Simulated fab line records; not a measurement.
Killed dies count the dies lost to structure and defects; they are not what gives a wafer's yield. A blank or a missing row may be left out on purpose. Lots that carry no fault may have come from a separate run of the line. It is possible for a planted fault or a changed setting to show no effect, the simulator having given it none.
Chamber matching	flow nand-harc	4 sister chambers for NHARC_P_CONTACT_CMP_01 on cmp-02
The step polishes SiO2, target thk 200 nm. 8 wafers are shown with their chamber, then 10 later ones without.

## WAFERS WITH THEIR CHAMBER
wafer	chamber	motor-current-A (A)
L075.6	3	10.8
L081.5	2	11.8
L087.1	1	12.5
L088.4	0	14.7
L088.5	2	12.2
L088.6	3	10.7
L091.3	1	12.8
L091.5	0	13.7

## WAFERS WITHOUT THEIR CHAMBER
wafer	motor-current-A (A)
L091.6	12.7
L092.3	10.4
L092.5	14.3
L092.6	12.4
L094.2	10.6
L094.4	11.9
L094.6	13.8
L094.1	13.9
L094.3	12.6
L094.5	10.9

## WHICH CHAMBER EACH WENT THROUGH
wafer	from the rows above	in truth
L091.6	can't be placed: 1 or 2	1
L092.3	3	3
L092.5	0	0
L092.6	can't be placed: 1 or 2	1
L094.2	3	3
L094.4	can't be placed: 2 or 1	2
L094.6	can't be placed: 0 or 1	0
L094.1	0	0
L094.3	can't be placed: 1 or 2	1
L094.5	3	3
Placed correctly: 5 of 10. From these rows, 5 cannot be placed; in 5 the true chamber is one of the candidates. Wrongly placed: 0.
How it was worked out, from the rows above alone: a wafer's distance from a chamber is the root of the sum, over the readings, of the square of ((its reading less the chamber's mean) divided by the reading's scatter). If the next closest chamber is less than 2 further off than the closest, the wafer can't be placed; otherwise it belongs to the closest. A chamber's mean is the mean of its shown wafers. The scatter: the root of (the sum of the squares of (reading less its chamber's mean) over the shown wafers, divided by (wafers less chambers)).
